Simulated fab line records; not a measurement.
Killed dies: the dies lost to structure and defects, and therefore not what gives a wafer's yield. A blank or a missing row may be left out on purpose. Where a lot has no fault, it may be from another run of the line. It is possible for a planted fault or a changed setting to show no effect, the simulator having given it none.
Matching of chambers | flow nandHarc | rieDiel-11 running NHARC_P_CONTACT_DESCUM_17: 4 sister chambers
The step chemistry O2, time 3 s. 20 wafers are shown with their chamber, then 10 later ones without.

WAFERS WITH THEIR CHAMBER
wafer  | chamber | drypumpMotorCurrentA (A) | oesProductAu (a.u.) | rfVppV (V)
L075.1 | 0       | 5.40                     | 0.995               | 57.4
L075.2 | 3       | 5.89                     | 0.995               | 56.8
L075.4 | 1       | 5.51                     | 0.986               | 57.1
L076.3 | 2       | 5.59                     | 0.964               | 58.6
L076.4 | 0       | 5.37                     | 0.994               | 58.1
L076.5 | 3       | 5.87                     | 0.990               | 55.1
L078.2 | 2       | 5.61                     | 0.958               | 56.7
L078.4 | 0       | 5.37                     | 0.993               | 57.5
L078.5 | 2       | 5.60                     | 0.965               | 57.3
L079.1 | 0       | 5.37                     | 1.000               | 59.3
L079.4 | 2       | 5.56                     | 0.967               | 57.4
L079.5 | 2       | 5.63                     | 0.960               | 57.8
L083.1 | 2       | 5.57                     | 0.963               | 57.6
L083.2 | 1       | 5.51                     | 0.996               | 58.8
L083.5 | 0       | 5.38                     | 0.986               | 57.1
L084.1 | 3       | 5.91                     | 1.003               | 56.2
L084.2 | 2       | 5.57                     | 0.986               | 56.9
L084.5 | 1       | 5.52                     | 0.999               | 57.5
L085.1 | 0       | 5.38                     | 1.003               | 57.3
L085.3 | 1       | 5.52                     | 0.999               | 56.8

SIGNATURES (means of the wafers above)
reading              | chamber 0 | chamber 1 | chamber 2 | chamber 3 | scatter within a chamber
drypumpMotorCurrentA | 5.3783    | 5.5150    | 5.5900    | 5.8900    | 0.0183
oesProductAu         | 0.99517   | 0.99500   | 0.96614   | 0.99600   | 0.00746
rfVppV               | 57.783    | 57.550    | 57.471    | 56.033    | 0.771
Rule: a wafer's distance from a chamber is the root of the sum, over the readings, of the square of ((its reading less the chamber's mean) divided by the reading's scatter). If the next closest chamber is less than 2 further off than the closest, the wafer can't be placed; otherwise it belongs to the closest. The scatter: the root of (the sum of the squares of (reading less its chamber's mean) over the shown wafers, divided by (wafers less chambers)).

WAFERS WHOSE CHAMBER IS MISSING
wafer  | drypumpMotorCurrentA (A) | oesProductAu (a.u.) | rfVppV (V)
L085.4 | 5.57                     | 0.984               | 56.4
L089.2 | 5.60                     | 0.988               | 58.2
L089.4 | 5.88                     | 0.997               | 58.3
L089.5 | 5.61                     | 0.981               | 56.1
L088.2 | 5.38                     | 1.013               | 56.2
L088.3 | 5.61                     | 0.992               | 58.3
L088.6 | 5.63                     | 0.983               | 57.4
L094.1 | 5.55                     | 0.967               | 56.5
L094.4 | 5.49                     | 0.973               | 57.9
L094.6 | 5.56                     | 0.981               | 57.2

WHICH CHAMBER EACH WENT THROUGH
wafer  | from the rows above     | in truth
L085.4 | can't be placed: 2 or 1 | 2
L089.2 | can't be placed: 2 or 1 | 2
L089.4 | 3                       | 3
L089.5 | 2                       | 2
L088.2 | 0                       | 0
L088.3 | can't be placed: 2 or 1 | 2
L088.6 | 2                       | 2
L094.1 | can't be placed: 2 or 1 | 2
L094.4 | 1                       | 1
L094.6 | can't be placed: 2 or 1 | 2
Placed correctly: 5 of 10. Not placeable from these rows: 5 (in 5, the candidates include the true chamber). Number placed wrongly: 0.
